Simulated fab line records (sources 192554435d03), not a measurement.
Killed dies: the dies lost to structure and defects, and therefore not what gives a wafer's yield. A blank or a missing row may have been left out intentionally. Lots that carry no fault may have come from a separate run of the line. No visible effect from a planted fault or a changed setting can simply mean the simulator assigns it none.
fab line records	flow n5_finfet
[record] lots = 6	wafers = 18	last_day = 18
route steps=1938 shown BEOL_M11@1540 PASSIVATION@1936
lots untouched by any fault: they come from a run of this same line in which no faults occurred
start_h: start of the lot's first displayed wafer, in hours after the record's first day	wait_h: time in hours since the lot's previous step	" repeats the value in the row above	L1.1+2: several wafers, shown together as one row	- no value present, or no start provided	* or withheld: withheld	< > ~ a bound
route shown NAME@n: NAME is a module with steps in the file, n the number in the route of the first one	usual: mean and standard deviation over wafers with no fault	same: alike in all rows	chamber/n: place in a boat	sites: the reading at each site	_std_site: standard deviation of those values	_edge_site: inner sites' mean taken away from outer sites' mean	radius_mm: how far each site lies from the wafer's centre	mask NAME#n: copy n	behind: the most recent tool/chamber to have shaped the wafer	hold: what put the lot on hold/how long, in hours/how the hold closed	device: which transistor (n, p or np) failed to switch	end of line: the route-end tests of the same wafers	a step given without rows: its recipe and nothing more	killed: dies lost to structure and defects at the first sort, not the wafer's yield	map: shows each die of a wafer: x if killed, . if not, _ if none is there
set.NAME: setting as actually run; set.NAME@STEP: the setting as run at that earlier step	model.NAME: the simulator's own value behind a step, which no gauge read
lots seen at some steps along the route; tables by step, rows by wafer
services: a tool's chamber out of use, with start hour (start_h, from the record's first day; less than 0 if before it), hours out, and reason
[[steps]]
[step N5_BEOL_M11_HM_DEP_02]
[recipe] material = TiN	target_thk_a = 200	temp_c = 25	chamber_pressure_pa = 0.49996
[usual] throttle_valve_pct = 30.2/0.67
lot.wafer	tool	chamber	start_h	wait_h	throttle_valve_pct
L982.1	pvd_sputter-01	-	226.53	1.6	29.2
L982.4	"	-	"	"	30.9
L982.5	"	-	"	"	30.6
L993.1	pvd_sputter-02	-	282.11	0.0	30.8
L993.2	"	-	"	"	29.7
L993.4	"	-	"	"	30.8
L996.2	pvd_sputter-02	-	317.39	0.0	29.7
L996.5	"	-	"	"	30.7
L996.6	"	-	"	"	30.6
L103.2	pvd_sputter-02	-	362.50	2.8	29.9
L103.4	"	-	"	"	30.5
L103.5	"	-	"	"	29.8
L102.1	pvd_sputter-02	-	370.91	0.4	30.5
L102.2	"	-	"	"	29.7
L102.4	"	-	"	"	30.6
L105.2	pvd_sputter-01	-	375.12	1.6	30.9
L105.4	"	-	"	"	30.6
L105.5	"	-	"	"	30.8
[step N5_BEOL_M11_COAT_59]
[recipe] resist = SOC	temp_c = 250	time_s = 60	spin_rpm = 1500	resist_thk_nm = 100
[step N5_BEOL_M11_COAT_60]
[recipe] resist = SiARC	temp_c = 220	time_s = 60	spin_rpm = 1500	resist_thk_nm = 30
[step N5_BEOL_M11_COAT_05]
[recipe] resist = CAR-ArF	spin_rpm = 1500	resist_thk_nm = 90
[step N5_BEOL_M11_EBR_07]
[recipe] solvent = PGMEA	ebr_width_mm = 1.5
[step N5_BEOL_M11_SOFTBAKE_06]
[recipe] temp_c = 110	time_s = 60	resist = CAR-ArF
[step N5_BEOL_M11_EXPOSE_08]
[recipe] mask_id = M11	na = 1.35	source_shape = dipole	sigma_inner = 0.411	sigma_outer = 0.611	polarization = te	dose_mj = 53.75
[step N5_BEOL_M11_PEB_09]
[recipe] peb_temp_c = withheld	peb_time_s = 60	resist = CAR-ArF
[step N5_BEOL_M11_DEVELOP_10]
[recipe] develop_time_s = 30	developer = TMAH	resist = CAR-ArF	rinse_liquid = diw	dry = air_spin	dev_temp_c = 23
[step N5_BEOL_M11_CD_MEAS_11]
[recipe] target_cd_nm = 64.1	landing_energy_ev = 500	detector = se_inlens	polarity = opening
[usual] cd_nm = 64.3/0.71
lot.wafer	tool	chamber	start_h	wait_h	cd_nm
L982.1	cd_sem-01	0	227.02	-	64.5
L982.4	"	0	"	"	64.5
L982.5	"	0	"	"	63.9
L993.1	cd_sem-02	0	283.49	-	64.5
L993.2	"	0	"	"	65.4
L993.4	"	0	"	"	64.8
L996.2	cd_sem-01	0	317.76	-	65.0
L996.5	"	0	"	"	65.0
L996.6	"	0	"	"	64.8
L103.2	cd_sem-02	0	363.00	-	64.1
L103.4	"	0	"	"	63.5
L103.5	"	0	"	"	63.8
L102.1	cd_sem-02	0	371.41	-	65.5
L102.2	"	0	"	"	65.8
L102.4	"	0	"	"	65.7
L105.2	cd_sem-01	0	375.61	-	64.4
L105.4	"	0	"	"	63.8
L105.5	"	0	"	"	64.6
[step N5_BEOL_M11_OVL_MEAS_12]
[recipe] points_per_wafer = 44
[usual] M11_OVL = -0.3/0.92
lot.wafer	tool	chamber	start_h	wait_h	M11_OVL[nm]
L982.1	overlay-02	0	227.06	0.0	2.0
L982.4	"	0	"	"	0.6
L982.5	"	0	"	"	0.2
L993.1	overlay-01	0	283.52	0.0	0.7
L993.2	"	0	"	"	1.6
L993.4	"	0	"	"	2.1
L996.2	overlay-01	0	317.79	0.0	-1.2
L996.5	"	0	"	"	-0.6
L996.6	"	0	"	"	-0.5
L103.2	overlay-01	0	363.03	0.0	-1.9
L103.4	"	0	"	"	-1.0
L103.5	"	0	"	"	-1.2
L102.1	overlay-01	0	371.44	0.0	0.7
L102.2	"	0	"	"	1.1
L102.4	"	0	"	"	0.0
L105.2	overlay-01	0	375.64	0.0	-1.6
L105.4	"	0	"	"	-1.0
L105.5	"	0	"	"	-0.6
[step N5_BEOL_M11_INSPECT_13]
[recipe] mode = adi	inspect_instrument = brightfield
[usual] raw_defect_count = 439/92
lot.wafer	tool	chamber	start_h	wait_h	raw_defect_count
L982.1	defect_inspect-02	-	227.09	0.0	473
L982.4	"	-	"	"	352
L982.5	"	-	"	"	362
L993.1	defect_inspect-01	-	283.54	0.0	515
L993.2	"	-	"	"	527
L993.4	"	-	"	"	727
L996.2	defect_inspect-01	-	317.82	0.0	406
L996.5	"	-	"	"	397
L996.6	"	-	"	"	466
L103.2	defect_inspect-02	-	363.05	0.0	445
L103.4	"	-	"	"	393
L103.5	"	-	"	"	658
L102.1	defect_inspect-02	-	371.46	0.0	534
L102.2	"	-	"	"	371
L102.4	"	-	"	"	306
L105.2	defect_inspect-01	-	375.67	0.0	281
L105.4	"	-	"	"	399
L105.5	"	-	"	"	402
[step N5_BEOL_M11_DESCUM_16]
[recipe] chemistry = O2	time_s = 7.9	source_power_w = 50	bias_power_w = 20	pressure_mtorr = 20	rf_frequency_hz = 2.712e+07	temp_c = 40	resist = CAR-ArF	o2_flow_sccm = 225
[usual] drypump_motor_current_A = 5.6/0.57	oes_product_au = 0.79/0.087	rf_vpp_V = 243.0/1.3	showerhead_plenum_p_Torr = 2.08/0.062	throttle_valve_pct = 20.41/0.25
lot.wafer	tool	chamber	start_h	wait_h	drypump_motor_current_A	oes_product_au	rf_hours_counter_h	rf_vpp_V	showerhead_plenum_p_Torr	throttle_valve_pct	model.CAR-ArF_of_BEOL_M11_COAT_05.thk_nm
L982.1	rie_diel-06	2	227.38	0.3	4.9	0.89	45	242.8	2.04	19.98	84.2
L982.4	"	3	"	"	5.8	0.79	117	244.5	2.19	20.33	83.8
L982.5	"	2	"	"	4.9	0.89	-	243.0	2.05	19.97	83.6
L993.1	rie_diel-06	0	283.58	0.0	6.3	0.73	196	240.5	1.99	20.61	83.6
L993.2	"	2	"	"	5.0	0.85	63	242.4	2.04	20.02	83.6
L993.4	"	3	"	"	5.7	0.76	133	243.4	2.18	20.35	83.8
L996.2	rie_diel-01	0	317.85	0.0	5.2	0.74	187	242.6	2.08	20.81	83.6
L996.5	"	1	"	"	4.9	0.68	-	243.4	2.13	20.38	83.6
L996.6	"	2	"	"	6.0	0.76	-	243.5	2.08	20.36	83.8
L103.2	rie_diel-01	3	363.09	0.0	5.9	0.70	237	242.4	2.00	20.78	83.8
L103.4	"	1	"	"	4.8	0.67	250	242.4	2.13	20.43	85.4
L103.5	"	2	"	"	6.0	0.75	-	243.2	2.07	20.38	85.4
L102.1	rie_diel-01	0	372.04	0.6	5.2	0.73	207	242.9	2.07	20.84	84
L102.2	"	3	"	"	5.9	0.71	243	241.9	2.00	20.79	83.8
L102.4	"	3	"	"	5.9	0.71	-	243.0	2.00	20.77	85.6
L105.2	rie_diel-03	0	375.70	0.0	6.5	0.88	52	243.1	2.14	20.13	83.6
L105.4	"	2	"	"	6.6	0.87	-	243.9	2.06	20.43	83.6
L105.5	"	0	"	"	6.5	0.88	-	243.5	2.14	20.16	83.6
[step N5_BEOL_M11_ETCH_61]
[recipe] chemistry = CF4	target = SiARC	target_depth_a = 390	mask_material = CAR-ArF	time_s = 65	ion_energy_ev = 80	pressure_mtorr = 40	source_w = 545	bias_w = 36	Ar_flow_sccm = 100	cf4_flow_sccm = 100	ends = cleared
[usual] drypump_motor_current_A = 5.6/0.57	etch_rf_on_time_s = 65.1/1.6	oes_product_au = 0.67/0.071	rf_vpp_V = 183.9/1.1	showerhead_plenum_p_Torr = 2.13/0.06	throttle_valve_pct = 15.59/0.28
lot.wafer	tool	chamber	start_h	wait_h	drypump_motor_current_A	etch_rf_on_time_s	oes_product_au	rf_hours_counter_h	rf_vpp_V	showerhead_plenum_p_Torr	throttle_valve_pct	model.CAR-ArF_of_BEOL_M11_COAT_05.thk_nm
L982.1	rie_diel-06	2	227.42	0.0	5.0	65.0	0.75	45	182.5	2.09	15.10	56.2
L982.4	"	3	"	"	5.7	65.8	0.66	117	185.4	2.23	15.58	55.8
L982.5	"	2	"	"	5.0	65.4	0.74	-	183.8	2.09	15.10	55.6
L993.1	rie_diel-06	0	283.61	0.0	6.2	65.8	0.63	196	182.2	2.04	15.86	55.6
L993.2	"	2	"	"	4.9	64.8	0.72	63	184.3	2.08	15.13	55.6
L993.4	"	3	"	"	5.7	65.1	0.66	133	184.5	2.23	15.62	55.8
L996.2	rie_diel-01	0	317.88	0.0	5.2	62.2	0.64	187	183.6	2.14	15.99	55.6
L996.5	"	1	"	"	4.8	64.5	0.59	-	185.8	2.19	15.69	55.6
L996.6	"	2	"	"	6.0	62.7	0.66	-	184.0	2.17	15.75	56
L103.2	rie_diel-01	3	363.12	0.0	5.9	67.8	0.59	237	184.4	2.03	15.81	56
L103.4	"	1	"	"	4.9	64.8	0.57	250	184.8	2.19	15.73	57.4
L103.5	"	2	"	"	6.0	62.4	0.65	-	183.9	2.16	15.79	57.6
L102.1	rie_diel-01	0	372.08	0.0	5.2	63.6	0.62	207	183.6	2.13	16.03	55.8
L102.2	"	3	"	"	5.9	68.4	0.59	243	182.9	2.03	15.82	55.8
L102.4	"	3	"	"	5.9	68.6	0.58	-	182.7	2.03	15.81	57.6
L105.2	rie_diel-03	0	375.74	0.0	6.5	65.9	0.74	52	184.2	2.17	15.20	55.6
L105.4	"	2	"	"	6.6	63.1	0.74	-	183.8	2.10	15.55	55.6
L105.5	"	0	"	"	6.5	65.1	0.75	-	183.8	2.17	15.20	55.6
[step N5_BEOL_M11_ETCH_62]
[recipe] chemistry = N2/H2	target = SOC	target_depth_a = 1100	overetch_a = 220	mask_material = SiARC	temp_c = 40	time_s = 165	ion_energy_ev = 200	pressure_mtorr = 30	source_w = 840	bias_w = 150	n2_flow_sccm = 200	h2_flow_sccm = 200
[usual] drypump_motor_current_A = 5.6/0.56	h2_flow_sccm = 200.0/0.64	n2_flow_sccm = 199.9/0.56	oes_product_au = 0.67/0.067	rf_vpp_V = 523.5/2.2	showerhead_plenum_p_Torr = 2.52/0.077	throttle_valve_pct = 17.77/0.23
lot.wafer	tool	chamber	start_h	wait_h	drypump_motor_current_A	h2_flow_sccm	n2_flow_sccm	oes_product_au	rf_hours_counter_h	rf_vpp_V	showerhead_plenum_p_Torr	throttle_valve_pct
L982.1	rie_diel-06	2	227.47	0.0	5.0	199.2	200.7	0.74	45	521.3	2.49	17.43
L982.4	"	3	"	"	5.7	199.7	200.0	0.66	117	526.7	2.65	17.69
L982.5	"	2	"	"	5.0	200.1	199.6	0.73	-	522.1	2.49	17.44
L993.1	rie_diel-06	0	283.66	0.0	6.2	199.1	199.9	0.63	196	520.6	2.40	17.96
L993.2	"	2	"	"	4.9	200.3	200.2	0.72	63	521.3	2.48	17.45
L993.4	"	3	"	"	5.7	199.6	200.3	0.65	133	527.0	2.65	17.69
L996.2	rie_diel-01	0	317.93	0.0	5.2	199.9	199.5	0.63	187	523.9	2.52	18.15
L996.5	"	1	"	"	4.8	200.3	200.3	0.57	-	526.3	2.61	17.87
L996.6	"	2	"	"	6.0	199.7	199.7	0.65	-	524.8	2.54	17.85
L103.2	rie_diel-01	3	363.17	0.0	5.9	200.8	200.7	0.60	237	519.4	2.42	18.14
L103.4	"	1	"	"	4.9	199.9	200.4	0.58	250	525.6	2.61	17.88
L103.5	"	2	"	"	6.0	199.6	200.0	0.63	-	525.2	2.53	17.86
L102.1	rie_diel-01	0	372.13	0.0	5.2	199.2	199.7	0.60	207	523.6	2.52	18.17
L102.2	"	3	"	"	5.9	199.8	199.9	0.60	243	519.9	2.42	18.13
L102.4	"	3	"	"	5.9	200.0	199.6	0.60	-	520.4	2.42	18.12
L105.2	rie_diel-03	0	375.79	0.0	6.5	200.1	199.4	0.74	52	523.1	2.60	17.62
L105.4	"	2	"	"	6.5	200.2	199.6	0.72	-	521.2	2.48	17.59
L105.5	"	0	"	"	6.5	200.8	199.8	0.74	-	524.9	2.60	17.68
[step N5_PASSIVATION_PROBE_49]
[usual] defect_limited_yield = 91.3/1.7	killed_at_M0_to_M3 = 33/11	killed_at_M4_up = 14/5.5	killed_at_contacts = 13/6.5	killed_at_front_end = 39/13	killed_at_other = 3.4/2.9	killed_dies = 103/20	killed_on_rim = 14/4.3	killed_open = 69/15	killed_short = 32/8.1	sort_bin_5_function = 5.1/1.1	sort_bin_6_memory = 3.3/0.74	sort_n_pass = 1077/20	sort_yield_pct = 91.3/1.7
[same] gross_dies = 1180	killed_at_back_side = 0	sort_bin_4_leakage[%] = 0	sort_bin_8_speed[%] = 0
lot.wafer	tool	chamber	start_h	wait_h	defect_limited_yield[%]	killed_at_M0_to_M3	killed_at_M4_up	killed_at_contacts	killed_at_front_end	killed_at_other	killed_dies	killed_on_rim	killed_open	killed_short	sort_bin_5_function[%]	sort_bin_6_memory[%]	sort_n_pass	sort_yield_pct[%]
L103.2	prober-02	-	423.62	0.9	92.7	34	16	14	20	2	86	7	62	23	4.2	3.0	1094	92.7
L103.4	prober-02	-	423.72	1.0	92.8	14	14	12	42	3	85	11	57	26	4.2	2.8	1095	92.8
L103.5	prober-02	-	423.77	1.0	92.7	19	15	16	32	4	86	12	55	31	4.2	2.9	1094	92.7
// killed by level:class
L103.2 MOL_CONTACT_COAG:geometric_particle:open=11 BEOL_M0_SAQP:geometric_particle:open=11 BEOL_M4:geometric_particle:open=9 STI_FIN_REVEAL:geometric_particle:open=7 FIN_SAQP:geometric_particle:short=5 BEOL_M2:geometric_particle:open=5 BEOL_M3:geometric_particle:open=5 BEOL_M0_SAQP:geometric_particle:short=4
L103.4 STI_FIN_REVEAL:geometric_particle:open=12 MOL_CONTACT_COAG:geometric_particle:open=9 GATE_CUT:geometric_particle:short=8 BEOL_M4:geometric_particle:open=7 BEOL_M0_SAQP:geometric_particle:open=5 FIN_SAQP:geometric_particle:short=4 DUMMY_GATE:geometric_particle:open=4 STARTING-WAFER:geometric_particle:open=4
L103.5 MOL_CONTACT_COAG:geometric_particle:open=12 FIN_SAQP:geometric_particle:open=8 FIN_SAQP:geometric_particle:short=7 BEOL_M4:geometric_particle:open=7 STI_FIN_REVEAL:geometric_particle:open=6 GATE_CUT:geometric_particle:short=4 MOL_CONTACT_COAG:geometric_particle:short=4 BEOL_M2:geometric_particle:open=4
[[services]]
tool	chamber	start_h	hours	kind
rie_diel-06	0	213.00	3.4	repair
rie_diel-03	2	217.30	-	clean
rie_diel-03	2	217.30	-	consumable_replace:focus_ring
rie_diel-03	2	217.30	20.1	scheduled_down
rie_diel-03	2	217.30	20.1	vent_cycle
rie_diel-01	1	226.18	3.6	repair
rie_diel-01	0	241.59	12.8	repair
rie_diel-03	2	266.47	4.2	repair
rie_diel-06	1	290.13	8.6	repair
rie_diel-01	-	294.76	1.2	repair
rie_diel-03	3	303.82	-	clean
rie_diel-03	3	303.82	-	consumable_replace:focus_ring
rie_diel-06	1	312.47	-	clean
rie_diel-06	1	312.47	-	consumable_replace:focus_ring
rie_diel-06	1	312.47	21.9	scheduled_down
rie_diel-06	1	312.47	21.9	vent_cycle
pvd_sputter-01	-	336.32	11.7	repair
pvd_sputter-02	-	357.05	3.6	repair
rie_diel-03	-	357.61	13.2	repair
rie_diel-01	1	363.69	-	clean
rie_diel-01	1	363.69	-	consumable_replace:focus_ring
rie_diel-01	1	363.69	20.8	scheduled_down
rie_diel-01	1	363.69	20.8	vent_cycle
rie_diel-06	-	363.75	0.3	repair
[[key]]
first_sign none at tools or gauges
[model_effect] step = N5_BEOL_M11_DESCUM_16	value = CAR-ArF_of_BEOL_M11_COAT_05.thk_nm	without = 83.87	struck = 85.47
[model_effect] step = N5_BEOL_M11_ETCH_61	value = CAR-ArF_of_BEOL_M11_COAT_05.thk_nm	without = 55.93	struck = 57.53
met_at N5_BEOL_M11_DESCUM_16
struck_wafers L102.4,L103.4,L103.5
onset_between 317.85 363.09
[fault] kind = process_parameter_drift	tool = rie_diel-01	chamber = -	onset_h = 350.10	steps = N5_BEOL_M11_DESCUM_16	channel = time_s	offset = *	shape = step	end_h = 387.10	scope = struck_wafers_only	acts_in = *	stated = *
